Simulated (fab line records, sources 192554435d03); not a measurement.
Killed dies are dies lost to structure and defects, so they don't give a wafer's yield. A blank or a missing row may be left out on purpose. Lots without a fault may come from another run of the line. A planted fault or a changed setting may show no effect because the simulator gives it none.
fab line records | flow n5_finfet
record lots=6 wafers=16 last_day=19
route steps=1938 shown STI_FIN_REVEAL@188 DUMMY_GATE@212 BEOL_M4@1111 PASSIVATION@1936
lots that met no fault: from a run of the same line without faults
start_h: hours from the record's first day to the start of the lot's first wafer shown | wait_h: hours since the lot's step before | " the same as in the row above | L1.1+2: a row that stands for several wafers | - no value, or no start given | * or withheld: withheld | < > ~ a bound
route shown NAME@n: a module of which the file shows steps, and the number in the route of the first | usual: mean/standard deviation of fault-free wafers | same: alike in all rows | chamber/n: place in a boat | sites: the reading at each site | _std_site: their standard deviation | _edge_site: outer sites' mean less inner sites' | radius_mm: how far each site lies from the wafer's centre | mask NAME#n: copy n | behind: the tool/chamber that last shaped the wafer | hold: why the lot was held/for how many hours/how that ended | device: the transistor (n, p or np) that didn't switch | end of line: the same wafers' tests at the end of the route | a step without rows: its recipe alone | killed: dies lost to structure and defects at the first sort, not the wafer's yield | map: a wafer's dies, x killed, . not, _ none there
set.NAME: the setting as run; set.NAME@STEP: as run at that earlier step | model.NAME: the simulator's own value behind a step, which no gauge read
lots at some steps of the route; a table a step, a row a wafer
services: from which hour (start_h, from the record's first day; less than 0 if before it) a tool's chamber was out of use, for how many hours, and why
## steps
# step N5_STI_FIN_REVEAL_THK_MEAS_05
# usual thk_nm=131.3/1.1
# columns lot.wafer tool chamber start_h wait_h thk_nm
L479.1 film_metro-02 - 39.21 - 130.7
L479.4 " - " " 130.5
L479.6 " - " " 130.3
L481.1 film_metro-02 - 52.33 - 132.6
L481.2 " - " " 130.6
L481.4 " - " " 132.2
L484.1 film_metro-02 - 70.06 - 132.2
L484.2 " - " " 130.7
L484.5 " - " " 132.2
L485.1 film_metro-01 - 75.00 - 132.3
L485.3 " - " " 131.4
L487.1 film_metro-01 - 87.40 - 132.1
L487.4 " - " " 133.5
L501.1 film_metro-01 - 172.36 - 129.9
L501.2 " - " " 130.6
L501.6 " - " " 130.2
# step N5_STI_FIN_REVEAL_DENSIFY_30
# recipe temp_c=* time_s=* ambient=N2 idle_temp_c=600 ramp_up_c_per_s=150 ramp_down_c_per_s=60 cool_to_c=600
# usual lamp_power_pct=11.54/0.059 lamp_zone_4_pct=11.528/0.018 wafer_temp_C_max=*
# columns lot.wafer tool chamber start_h wait_h lamp_power_pct lamp_zone_4_pct wafer_temp_C_max
L479.1 rtp_anneal-01 0 39.24 0.0 11.44 11.521 *
L479.4 " 0 " " 11.44 11.513 *
L479.6 " 0 " " 11.58 11.547 *
L481.1 rtp_anneal-01 0 52.35 0.0 11.57 11.524 *
L481.2 " 0 " " 11.52 11.527 *
L481.4 " 0 " " 11.65 11.547 *
L484.1 rtp_anneal-02 0 70.26 0.2 11.56 11.511 *
L484.2 " 0 " " 11.49 11.531 *
L484.5 " 0 " " 11.58 11.501 *
L485.1 rtp_anneal-02 0 75.02 0.0 11.55 11.550 *
L485.3 " 0 " " 11.55 11.532 *
L487.1 rtp_anneal-01 0 87.43 0.0 11.44 11.537 *
L487.4 " 0 " " 11.48 11.499 *
L501.1 rtp_anneal-01 0 172.42 0.1 11.59 11.520 *
L501.2 " 0 " " 11.49 11.527 *
L501.6 " 0 " " 11.58 11.546 *
# step N5_STI_FIN_REVEAL_ETCHBACK_08
# recipe chemistry=C4F6/O2 target=SiO2 target_depth_a=305 time_s=10.167 ion_energy_ev=250 pressure_mtorr=30 source_w=345 bias_w=185 Ar_flow_sccm=300 C4F6_flow_sccm=10 O2_flow_sccm=10
# usual drypump_motor_current_A=5.8/0.37 mfc_ar_sccm=300.0/0.87 oes_ar_750_au=0.76/0.09 oes_o_777_au=0.76/0.089 oes_product_au=0.76/0.096 rf_vpp_V=669/8.5 showerhead_plenum_p_Torr=2.82/0.12 throttle_valve_pct=21.33/0.19
# columns lot.wafer tool chamber start_h wait_h drypump_motor_current_A mfc_ar_sccm oes_ar_750_au oes_o_777_au oes_product_au rf_hours_counter_h rf_vpp_V showerhead_plenum_p_Torr throttle_valve_pct
L479.1 rie_diel-05 0 39.45 0.2 5.4 299.2 0.74 0.76 0.74 186 663 2.81 21.29
L479.4 " 0 " " 5.4 298.4 0.74 0.77 0.74 - 662 2.81 21.31
L479.6 " 2 " " 5.9 299.1 0.80 0.80 0.81 - 675 2.65 21.46
L481.1 rie_diel-04 0 52.57 0.2 6.2 300.8 0.70 0.68 0.69 249 660 2.71 21.83
L481.2 " 1 " " 6.0 301.3 0.69 0.72 0.69 218 669 2.80 21.11
L481.4 " 1 " " 6.0 300.8 0.70 0.71 0.69 - 671 2.80 21.11
L484.1 rie_diel-03 0 70.48 0.2 5.7 299.0 0.76 0.75 0.77 124 681 2.63 21.21
L484.2 " 2 " " 5.6 299.7 0.77 0.76 0.75 134 662 2.89 21.25
L484.5 " 0 " " 5.7 300.5 0.77 0.75 0.77 - 680 2.63 21.21
L485.1 rie_diel-04 1 75.23 0.2 6.0 299.6 0.69 0.71 0.69 227 671 2.80 21.14
L485.3 " 3 " " 6.4 300.7 0.72 0.71 0.72 193 663 2.81 21.54
L487.1 rie_diel-03 3 87.78 0.3 5.5 299.3 0.71 0.71 0.70 204 681 2.95 21.30
L487.4 " 1 " " 5.8 300.7 0.68 0.69 0.68 217 653 2.92 21.13
L501.1 rie_diel-03 3 172.64 0.2 5.5 301.0 0.69 0.68 0.69 237 679 2.94 21.34
L501.2 " 0 " " 5.7 300.4 0.74 0.72 0.74 161 681 2.61 21.27
L501.6 " 3 " " 5.5 299.8 0.69 0.69 0.68 - 679 2.94 21.34
# step N5_STI_FIN_REVEAL_STRIP_24
# recipe chemistry=N2/H2 time_s=90 power_w=100 temp_c=40 pressure_mtorr=100 rf_frequency_hz=6e+07 bias_power_w=3 n2_flow_sccm=300 h2_flow_sccm=300
# step N5_STI_FIN_REVEAL_PRECLEAN_25
# recipe chemistry=SPM time_s=90 temp_c=120 mix=4:1
# step N5_STI_FIN_REVEAL_PRECLEAN_26
# recipe chemistry=SC1 time_s=45 temp_c=46 mix=1:2:100
# step N5_STI_FIN_REVEAL_PRECLEAN_29
# recipe chemistry=DHF time_s=30 temp_c=25 dilution=300:1
# step N5_STI_FIN_REVEAL_SRD_12
# recipe time_s=30 temp_c=23 rinse_liquid=diw dry=ipa_marangoni
# step N5_STI_FIN_REVEAL_RECESS_09
# recipe chemistry=HF/NH3 target=SiO2 afs_cycles=11 target_depth_a=425 temp_c=30 sublimation_temp_c=180 sublimation_time_s=60
# step N5_STI_FIN_REVEAL_STRIP_16
# recipe chemistry=H3PO4 material=SiNx temp_c=165 target_depth_a=238 overetch_fraction=0.4964 dry=ipa_marangoni
# step N5_STI_FIN_REVEAL_PRECLEAN_17
# recipe chemistry=NF3:NH3 afs_cycles=1 temp_c=30 time_s=20 sublimation_temp_c=180 sublimation_time_s=60 pressure_torr=3 rf_power_w=30
# step N5_STI_FIN_REVEAL_ETCH_34
# recipe chemistry=H2 mode=isotropic material=Si target=Si target_depth_a=9.7 temp_c=20 pressure_mtorr=4.5 icp_w=300 bias_w=0 h2_flow_sccm=7.5 he_flow_sccm=142.5
# usual drypump_motor_current_A=5.61/0.29 oes_product_au=1.000/0.021 throttle_valve_pct=26.0/0.6
# columns lot.wafer tool chamber start_h wait_h drypump_motor_current_A oes_product_au rf_hours_counter_h throttle_valve_pct
L479.1 rie_si-06 1 41.80 0.2 5.49 0.976 51 27.2
L479.4 " 2 " " 5.05 1.012 62 25.2
L479.6 " 2 " " 5.05 1.016 - 25.2
L481.1 rie_si-06 3 54.91 0.2 5.72 0.990 88 26.4
L481.2 " 2 " " 5.06 1.016 62 25.2
L481.4 " 1 " " 5.50 0.970 51 27.2
L484.1 rie_si-05 1 72.83 0.2 5.63 0.992 4 25.4
L484.2 " 2 " " 5.91 1.020 175 25.7
L484.5 " 3 " " 5.74 0.990 - 26.2
L485.1 rie_si-06 0 77.59 0.2 5.42 1.000 17 25.7
L485.3 " 2 " " 5.04 1.016 63 25.2
L487.1 rie_si-06 2 90.66 0.2 5.05 1.014 63 25.2
L487.4 " 0 " " 5.39 0.993 17 25.7
L501.1 rie_si-03 3 175.06 0.2 5.76 1.013 2 26.3
L501.2 " 2 " " 6.15 1.043 113 26.2
L501.6 " 2 " " 6.14 1.035 - 26.2
# step N5_STI_FIN_REVEAL_OXIDATION_31
# recipe chemistry=O2_PLASMA_REMOTE temp_c=150 time_s=20 pressure_mtorr=1000 source_power_w=2000 o2_flow_sccm=3000
# usual drypump_motor_current_A=5.9/0.31 heater_power_w=146/14 o2_flow_sccm=3000/9.4
# columns lot.wafer tool chamber start_h wait_h drypump_motor_current_A heater_power_w o2_flow_sccm rf_hours_counter_h
L479.1 plasma_asher-02 1 41.86 0.0 6.0 133 2994 30
L479.4 " 1 " " 6.0 133 2998 -
L479.6 " 0 " " 6.0 165 3005 -
L481.1 plasma_asher-02 0 54.97 0.0 6.0 165 2998 34
L481.2 " 1 " " 6.0 132 3002 34
L481.4 " 0 " " 6.0 162 3007 -
L484.1 plasma_asher-01 1 72.89 0.0 6.3 150 2990 86
L484.2 " 0 " " 5.4 132 3013 86
L484.5 " 1 " " 6.3 148 2996 -
L485.1 plasma_asher-02 0 77.65 0.0 6.1 165 2996 38
L485.3 " 1 " " 6.0 131 2995 -
L487.1 plasma_asher-02 1 90.72 0.0 6.0 134 3009 41
L487.4 " 0 " " 6.0 170 3016 -
L501.1 plasma_asher-01 1 175.12 0.0 6.3 156 2996 104
L501.2 " 0 " " 5.5 135 2981 104
L501.6 " 0 " " 5.5 131 3004 -
# step N5_STI_FIN_REVEAL_PRECLEAN_32
# recipe chemistry=NF3:NH3 afs_cycles=1 temp_c=30 time_s=20 sublimation_temp_c=180 sublimation_time_s=60 pressure_torr=3 rf_power_w=30
# step N5_STI_FIN_REVEAL_STRIP_35
# recipe chemistry=H3PO4 material=Si3N4 temp_c=165 target_depth_a=40 time_s=39
# step N5_STI_FIN_REVEAL_SRD_21
# recipe dry=ipa_marangoni time_s=30 temp_c=23 rinse_liquid=diw
# step N5_STI_FIN_REVEAL_OXIDATION_33
# recipe chemistry=O2_PLASMA_REMOTE temp_c=150 time_s=20 pressure_mtorr=1000 source_power_w=2000 o2_flow_sccm=3000
# usual drypump_motor_current_A=5.9/0.38 heater_power_w=143/12 o2_flow_sccm=3001/7.9
# columns lot.wafer tool chamber start_h wait_h drypump_motor_current_A heater_power_w o2_flow_sccm rf_hours_counter_h
L479.1 plasma_asher-01 0 42.21 0.0 5.4 132 3016 80
L479.4 " 1 " " 6.3 151 3000 -
L479.6 " 1 " " 6.3 151 2992 -
L481.1 plasma_asher-01 1 55.32 0.0 6.3 151 2990 83
L481.2 " 0 " " 5.5 131 2999 83
L481.4 " 1 " " 6.3 149 3000 -
L484.1 plasma_asher-01 1 73.24 0.0 6.3 153 2997 86
L484.2 " 0 " " 5.4 133 2980 86
L484.5 " 0 " " 5.4 135 2977 -
L485.1 plasma_asher-01 0 78.00 0.0 5.5 133 2990 87
L485.3 " 0 " " 5.4 130 3002 -
L487.1 plasma_asher-01 1 91.07 0.0 6.3 149 2998 90
L487.4 " 1 " " 6.3 151 2988 -
L501.1 plasma_asher-01 1 175.47 0.0 6.3 153 2998 104
L501.2 " 0 " " 5.5 135 3001 104
L501.6 " 0 " " 5.4 132 3002 -
# step N5_STI_FIN_REVEAL_CLEAN_19
# recipe chemistry=O3/DIW temp_c=25 time_s=120 o3_ppm=10
# step N5_STI_FIN_REVEAL_SRD_23
# recipe dry=ipa_marangoni time_s=30 temp_c=23 rinse_liquid=diw
# step N5_STI_FIN_REVEAL_CD_MEAS_22
# recipe target_cd_nm=6.238 pitch_nm=28 polarity=line
# usual cd_nm=6.15/0.25
# columns lot.wafer tool chamber start_h wait_h cd_nm
L479.1 cd_sem-02 - 42.38 0.0 6.33
L479.4 " - " " 6.34
L479.6 " - " " 6.08
L481.1 cd_sem-01 - 55.48 0.0 6.65
L481.2 " - " " 5.90
L481.4 " - " " 5.74
L484.1 cd_sem-01 - 73.40 0.0 6.31
L484.2 " - " " 5.97
L484.5 " - " " 5.68
L485.1 cd_sem-03 - 78.16 0.0 6.57
L485.3 " - " " 6.73
L487.1 cd_sem-03 - 91.23 0.0 6.58
L487.4 " - " " 6.19
L501.1 cd_sem-01 - 175.63 0.0 6.33
L501.2 " - " " 5.79
L501.6 " - " " 6.03
# step N5_STI_FIN_REVEAL_FIN_H_MEAS_10
# usual trench_depth_nm=51.9/0.86
# columns lot.wafer tool chamber start_h wait_h trench_depth_nm
L479.1 ocd-01 - 42.41 0.0 50.9
L479.4 " - " " 50.2
L479.6 " - " " 52.0
L481.1 ocd-01 - 55.51 0.0 52.1
L481.2 " - " " 52.1
L481.4 " - " " 52.3
L484.1 ocd-01 - 73.43 0.0 51.3
L484.2 " - " " 51.7
L484.5 " - " " 51.7
L485.1 ocd-01 - 78.19 0.0 52.1
L485.3 " - " " 51.4
L487.1 ocd-02 - 91.26 0.0 51.1
L487.4 " - " " 52.0
L501.1 ocd-02 - 175.66 0.0 50.6
L501.2 " - " " 51.9
L501.6 " - " " 51.2
# step N5_STI_FIN_REVEAL_PRECLEAN_18
# recipe chemistry=SC2 time_s=45 temp_c=35 mix=1:1:50
# step N5_STI_FIN_REVEAL_SRD_28
# recipe dry=ipa_marangoni time_s=30 temp_c=23 rinse_liquid=diw
# step N5_STI_FIN_REVEAL_INSPECT_13
# recipe inspect_instrument=darkfield mode=post_clean
# usual raw_defect_count=12/5.2
# columns lot.wafer tool chamber start_h wait_h raw_defect_count
L479.1 defect_inspect-02 - 42.50 0.0 17
L479.4 " - " " 22
L479.6 " - " " 13
L481.1 defect_inspect-02 - 55.60 0.0 15
L481.2 " - " " 16
L481.4 " - " " 13
L484.1 defect_inspect-02 - 73.52 0.0 13
L484.2 " - " " 16
L484.5 " - " " 14
L485.1 defect_inspect-01 - 78.28 0.0 12
L485.3 " - " " 8
L487.1 defect_inspect-02 - 91.35 0.0 5
L487.4 " - " " 12
L501.1 defect_inspect-02 - 175.75 0.0 16
L501.2 " - " " 15
L501.6 " - " " 36
# step N5_DUMMY_GATE_PRECLEAN_00
# recipe chemistry=O3/DIW time_s=60 temp_c=22 o3_ppm=10
# step N5_DUMMY_GATE_SRD_01
# recipe time_s=30 temp_c=23 rinse_liquid=diw dry=ipa_marangoni
# step N5_DUMMY_GATE_ALD_02
# recipe material=SiO2 target_thk_a=20 temp_c=300 ald_precursor_family=BDEAS ald_co_reactant=O2-plasma pulse_time_s=1 pressure_torr=2
# usual heater_power_w=496/30 precursor_pulse_height_rel=1.001/0.019
# columns lot.wafer tool chamber start_h wait_h heater_power_w precursor_pulse_height_rel
L479.1 ald_sin-02 3 42.79 0.2 475 1.008
L479.4 " 1 " " 504 1.002
L479.6 " 3 " " 467 0.983
L481.1 ald_sin-03 3 55.70 0.0 457 0.949
L481.2 " 0 " " 513 1.013
L481.4 " 1 " " 485 0.989
L484.1 ald_sin-04 3 73.61 0.0 550 0.994
L484.2 " 0 " " 517 0.976
L484.5 " 3 " " 535 1.045
L485.1 ald_sin-04 1 78.37 0.0 484 1.010
L485.3 " 3 " " 518 1.033
L487.1 ald_sin-04 0 92.65 1.2 518 1.008
L487.4 " 0 " " 528 0.995
L501.1 ald_sin-03 2 175.85 0.0 518 1.011
L501.2 " 0 " " 514 1.008
L501.6 " 3 " " 484 0.982
# step N5_DUMMY_GATE_CVD_03
# recipe material=a-Si target_thk_a=1500 temp_c=530 precursor=SiH4 time_s=8042
# step N5_DUMMY_GATE_PRECLEAN_46
# recipe chemistry=DIW time_s=89.5 temp_c=23
# step N5_DUMMY_GATE_SRD_47
# recipe dry_time_s=32 dry=n2_spin spin_rpm=1500
# step N5_DUMMY_GATE_CMP_04
# recipe material=a-Si post_cmp_clean=alkaline_brush
# step N5_DUMMY_GATE_THK_MEAS_05
# usual thk_nm=71.4/0.97
# columns lot.wafer tool chamber start_h wait_h thk_nm
L479.1 film_metro-02 - 48.71 0.1 70.5
L479.4 " - " " 71.2
L479.6 " - " " 71.7
L481.1 film_metro-01 - 59.78 0.2 70.1
L481.2 " - " " 72.8
L481.4 " - " " 71.0
L484.1 film_metro-02 - 77.70 0.1 70.9
L484.2 " - " " 70.5
L484.5 " - " " 70.9
L485.1 film_metro-01 - 82.47 0.2 69.1
L485.3 " - " " 69.1
L487.1 film_metro-02 - 96.74 0.2 72.5
L487.4 " - " " 73.3
L501.1 film_metro-01 - 179.93 0.2 69.8
L501.2 " - " " 70.0
L501.6 " - " " 72.3
# step N5_DUMMY_GATE_HM_DEP_06
# recipe material=SiNx target_thk_a=800 precursor=DCS/NH3 temp_c=700 pressure_mtorr=300 time_s=5141
# step N5_DUMMY_GATE_PECVD_30
# recipe material=SiO2 target_thk_a=550 temp_c=400 precursor=TEOS/O2 pressure_torr=6.5 rf_w=withheld teos_flow_sccm=withheld gas=O2 flow_sccm=2650 time_s=10.8
# step N5_DUMMY_GATE_COAT_34
# recipe resist=SOC temp_c=250 time_s=60 spin_rpm=1500 resist_thk_nm=60
# step N5_DUMMY_GATE_COAT_35
# recipe resist=SiARC temp_c=220 time_s=60 spin_rpm=1500 resist_thk_nm=10
# step N5_DUMMY_GATE_COAT_28
# recipe resist=underlayer temp_c=205 time_s=60 spin_rpm=1500 resist_thk_nm=10
# step N5_DUMMY_GATE_COAT_09
# recipe resist=CAR-EUV spin_rpm=1500 resist_thk_nm=30
# step N5_DUMMY_GATE_EBR_11
# recipe solvent=PGMEA ebr_width_mm=1.5
# step N5_DUMMY_GATE_SOFTBAKE_10
# recipe temp_c=110 time_s=60 resist=CAR-EUV
# step N5_DUMMY_GATE_EXPOSE_12
# recipe mask_id=GATE na=0.33 source_shape=annular sigma_inner=0.2 sigma_outer=0.6 polarization=unpolarized target_cd_nm=25 dose_mj=34
# step N5_DUMMY_GATE_PEB_13
# recipe peb_temp_c=100 peb_time_s=60 resist=CAR-EUV
# step N5_BEOL_M4_RC_MEAS_101
# usual DIBL_N=35.3/1.8 DIBL_P=35.2/2.2 IOFF_N=0.144/0.029 IOFF_N_LIN=0.068/0.011 IOFF_N_LONG=5.58e-05/2.5e-06 IOFF_P=0.19/0.031 IOFF_P_LIN=0.094/0.011 ION_N=670/12 ION_P=460/7.6 SS_N=71.2/0.62 SS_P=73.0/0.69 VT_N=251/3.4 VT_N_LONG=274.8/2 VT_P=-251.4/2.6
# columns lot.wafer tool chamber start_h wait_h DIBL_N[mV/V] DIBL_P[mV/V] IOFF_N[nA/um] IOFF_N_LIN[nA/um] IOFF_N_LONG[nA/um] IOFF_P[nA/um] IOFF_P_LIN[nA/um] ION_N[uA/um] ION_P[uA/um] SS_N[mV/dec] SS_P[mV/dec] VT_N[mV] VT_N_LONG[mV] VT_P[mV]
L479.1 prober-02 0 192.26 0.0 34.5 35.0 0.148 0.072 5.84e-05 0.19 0.095 674 461 70.6 73.0 249 273.7 -253.3
L479.4 " 0 " " 32.6 32.3 0.120 0.059 5.96e-05 0.16 0.081 672 456 70.8 71.7 252 270.7 -254.6
L479.6 " 0 " " 33.3 33.8 0.134 0.067 5.87e-05 0.17 0.085 680 465 71.2 72.9 247 274.5 -253.0
L481.1 prober-02 0 213.89 0.0 37.9 36.6 0.188 0.081 5.72e-05 0.23 0.104 681 463 72.3 73.8 246 273.4 -251.9
L481.2 " 0 " " 34.8 33.6 0.136 0.065 5.69e-05 0.19 0.092 673 461 71.4 72.1 251 276.1 -250.8
L481.4 " 0 " " 33.5 33.0 0.111 0.054 5.55e-05 0.18 0.089 661 458 70.4 72.7 255 276.7 -251.9
L484.1 prober-01 0 236.78 0.0 36.7 36.9 0.172 0.075 5.41e-05 0.21 0.097 675 459 72.3 73.8 249 273.9 -252.4
L484.2 " 0 " " 34.8 34.8 0.139 0.063 5.44e-05 0.17 0.084 663 445 71.6 73.3 253 275.2 -254.3
L484.5 " 0 " " 30.4 29.9 0.084 0.043 5.5e-05 0.13 0.071 640 449 70.5 71.4 259 276.9 -255.8
L485.1 prober-02 0 237.24 0.0 35.5 36.1 0.157 0.082 6.42e-05 0.22 0.116 674 471 70.4 73.3 245 269.0 -247.2
L485.3 " 0 " " 38.8 40.1 0.250 0.118 6.52e-05 0.30 0.140 697 478 72.0 74.4 239 268.4 -245.5
L487.1 prober-02 0 240.59 0.0 39.6 40.2 0.239 0.107 6.82e-05 0.28 0.131 696 469 72.7 74.6 242 268.3 -245.9
L487.4 " 0 " " 34.7 34.0 0.131 0.063 5.9e-05 0.17 0.087 670 454 70.5 72.6 250 276.4 -256.4
L501.1 prober-01 0 341.60 0.0 39.6 39.9 0.217 0.094 5.35e-05 0.28 0.120 672 463 72.3 75.1 245 275.6 -247.7
L501.2 " 0 " " 36.6 35.3 0.146 0.069 5.48e-05 0.18 0.086 668 454 71.4 73.1 250 272.6 -252.8
L501.6 " 0 " " 36.3 35.1 0.140 0.066 5.44e-05 0.18 0.084 660 447 71.4 73.2 255 275.7 -254.5
# step N5_PASSIVATION_PROBE_49
# usual defect_limited_yield=91.0/1.4 killed_at_M0_to_M3=36/10 killed_at_M4_up=15/5 killed_at_contacts=12/6.1 killed_at_front_end=40/13 killed_at_other=3.8/2.9 killed_dies=106/16 killed_open=68/12 killed_short=35/8.2 sort_bin_5_function=5.2/0.9 sort_bin_6_memory=3.4/0.71 sort_bin_8_speed=0.0/0.46 sort_n_pass=1073/17 sort_yield_pct=91.0/1.5
# same gross_dies=1180 killed_at_back_side=0 sort_bin_4_leakage[%]=0
# columns lot.wafer tool chamber start_h wait_h defect_limited_yield[%] killed_at_M0_to_M3 killed_at_M4_up killed_at_contacts killed_at_front_end killed_at_other killed_dies killed_open killed_short sort_bin_5_function[%] sort_bin_6_memory[%] sort_bin_8_speed[%] sort_n_pass sort_yield_pct[%]
L485.1 prober-02 - 363.06 0.0 89.7 42 20 18 41 1 122 83 39 5.8 4.2 0 1058 89.7
L485.3 prober-02 - 363.16 0.1 91.3 29 20 12 40 2 103 68 35 5.2 3.5 0 1077 91.3
L484.1 prober-01 - 375.68 0.2 90.3 35 16 4 53 7 115 70 39 5.2 4.0 0 1065 90.3
L487.1 prober-01 - 377.19 0.4 93.0 31 9 16 24 3 83 57 25 3.8 3.0 0 1097 93.0
L487.4 prober-01 - 377.34 0.6 91.6 35 10 19 33 2 99 63 32 5.0 3.1 0 1081 91.6
L501.1 prober-02 - 452.82 0.0 92.5 29 11 6 39 4 89 56 30 4.1 3.3 0 1091 92.5
L501.2 prober-02 - 452.87 0.1 91.9 47 13 0 34 1 95 53 33 3.6 3.3 0 1085 91.9
L501.6 prober-02 - 453.07 0.3 91.2 36 14 9 35 10 104 60 39 5.4 2.8 0 1076 91.2
# killed by level:class
L485.1 STI_FIN_REVEAL:geometric_particle:open=14 MOL_CONTACT_COAG:geometric_particle:open=13 BEOL_M0_SAQP:geometric_particle:open=11 BEOL_M0_SAQP:geometric_particle:short=9 BEOL_M2:geometric_particle:open=9 BEOL_M4:geometric_particle:open=9 BEOL_M3:geometric_particle:open=7 STI_FIN_REVEAL:geometric_particle:short=6
L485.3 MOL_CONTACT_COAG:geometric_particle:open=11 BEOL_M4:geometric_particle:open=10 BEOL_M0_SAQP:geometric_particle:open=7 STI_FIN_REVEAL:geometric_particle:open=6 BEOL_M0_SAQP:geometric_particle:short=6 DUMMY_GATE:geometric_particle:short=5 BEOL_M3:geometric_particle:open=5 GATE_CUT:geometric_particle:short=4
L484.1 STI_FIN_REVEAL:geometric_particle:open=19 BEOL_M0_SAQP:geometric_particle:open=9 BEOL_M4:geometric_particle:open=8 FIN_SAQP:geometric_particle:short=6 STI_FIN_REVEAL:geometric_particle:short=6 BEOL_M1:geometric_particle:open=5 BEOL_M2:geometric_particle:open=5 BEOL_M0_SAQP:geometric_particle:short=4
L487.1 MOL_CONTACT_COAG:geometric_particle:open=13 BEOL_M2:geometric_particle:open=8 BEOL_M3:geometric_particle:open=7 BEOL_M0_SAQP:geometric_particle:open=5 BEOL_M0_SAQP:geometric_particle:short=4 STARTING-WAFER:geometric_particle:short=4 FIN_SAQP:geometric_particle:open=3 FIN_SAQP:geometric_particle:short=3
L487.4 MOL_CONTACT_COAG:geometric_particle:open=16 BEOL_M2:geometric_particle:open=10 ILD0:geometric_particle:short=6 BEOL_M1:geometric_particle:open=6 BEOL_M4:geometric_particle:open=6 BEOL_M0_SAQP:geometric_particle:short=5 FIN_SAQP:geometric_particle:short=4 BEOL_M0_SAQP:geometric_particle:open=4
L501.1 FIN_SAQP:geometric_particle:open=9 BEOL_M0_SAQP:geometric_particle:open=7 BEOL_M0_SAQP:geometric_particle:short=7 BEOL_M2:geometric_particle:open=6 MOL_CONTACT_COAG:geometric_particle:open=5 STI_FIN_REVEAL:geometric_particle:open=5 BEOL_M3:geometric_particle:open=5 GATE_CUT:geometric_particle:short=4
L501.2 BEOL_M0_SAQP:geometric_particle:short=13 BEOL_M0_SAQP:geometric_particle:open=11 FIN_SAQP:geometric_particle:open=8 BEOL_M2:geometric_particle:open=8 DUMMY_GATE:geometric_particle:open=6 HKMG_FIN:area_etch=6 BEOL_M1:geometric_particle:open=4 BEOL_M3:geometric_particle:short=4
L501.6 BEOL_M0_SAQP:geometric_particle:open=10 BEOL_M4:geometric_particle:open=7 GATE_CUT:geometric_particle:short=6 BEOL_M0_SAQP:geometric_particle:short=6 BEOL_M2:geometric_particle:open=6 BEOL_M3:geometric_particle:open=6 STI_FIN_REVEAL:geometric_particle:open=5 MOL_CONTACT_COAG:geometric_particle:open=5
## services
# columns tool chamber start_h hours kind
rie_si-05 0 15.89 1.3 repair
rie_si-03 - 26.09 2.8 pm
rie_si-03 0 30.35 5.1 repair
ald_sin-03 2 36.17 30.6 repair
ald_sin-03 - 46.93 2.8 pm
plasma_asher-02 - 51.57 0.5 repair
rie_si-05 0 53.87 3.9 repair
ald_sin-04 1 63.54 2.9 repair
ald_sin-04 2 64.22 4.0 repair
ald_sin-02 1 65.88 6.1 repair
rie_si-06 2 72.61 4.5 repair
ald_sin-03 - 85.25 14.0 pm
rie_si-06 1 91.38 24.7 repair
rie_si-06 3 106.73 3.9 repair
ald_sin-03 - 110.50 6.0 pm
rie_diel-04 2 111.08 2.3 repair
rie_diel-04 0 114.22 9.2 repair
ald_sin-03 0 123.41 7.3 repair
rie_diel-04 0 124.38 7.7 repair
rie_diel-03 0 133.02 5.2 repair
rie_diel-04 3 151.07 9.0 repair
ald_sin-04 2 159.43 13.7 repair
ald_sin-03 - 170.87 0.7 repair
rie_diel-03 2 172.34 8.9 repair
## key
first_sign step=N5_BEOL_M4_RC_MEAS_101 reading=IOFF_N_LONG direction=up sigmas=3.9 usual=5.58e-05 struck=6.58e-05
effect step=N5_BEOL_M4_RC_MEAS_101 reading=IOFF_P_LIN direction=up sigmas=3.1 usual=0.094 struck=0.129
effect step=N5_BEOL_M4_RC_MEAS_101 reading=IOFF_N_LIN direction=up sigmas=3.1 usual=0.068 struck=0.102
effect step=N5_BEOL_M4_RC_MEAS_101 reading=VT_N_LONG direction=down sigmas=3.1 usual=274.8 struck=268.5
effect step=N5_BEOL_M4_RC_MEAS_101 reading=IOFF_N direction=up sigmas=2.5 usual=0.144 struck=0.216 wafers_moved=2
effect step=N5_BEOL_M4_RC_MEAS_101 reading=IOFF_P direction=up sigmas=2.3 usual=0.19 struck=0.27 wafers_moved=2
met_at N5_STI_FIN_REVEAL_OXIDATION_31
struck_wafers L485.1,L485.3,L487.1
onset_between 54.97 77.65
fault kind=process_parameter_drift tool=plasma_asher-02 chamber=- onset_h=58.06 steps=N5_STI_FIN_REVEAL_OXIDATION_31 channel=time_s offset=* shape=step end_h=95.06 scope=struck_wafers_only acts_in=* stated=*
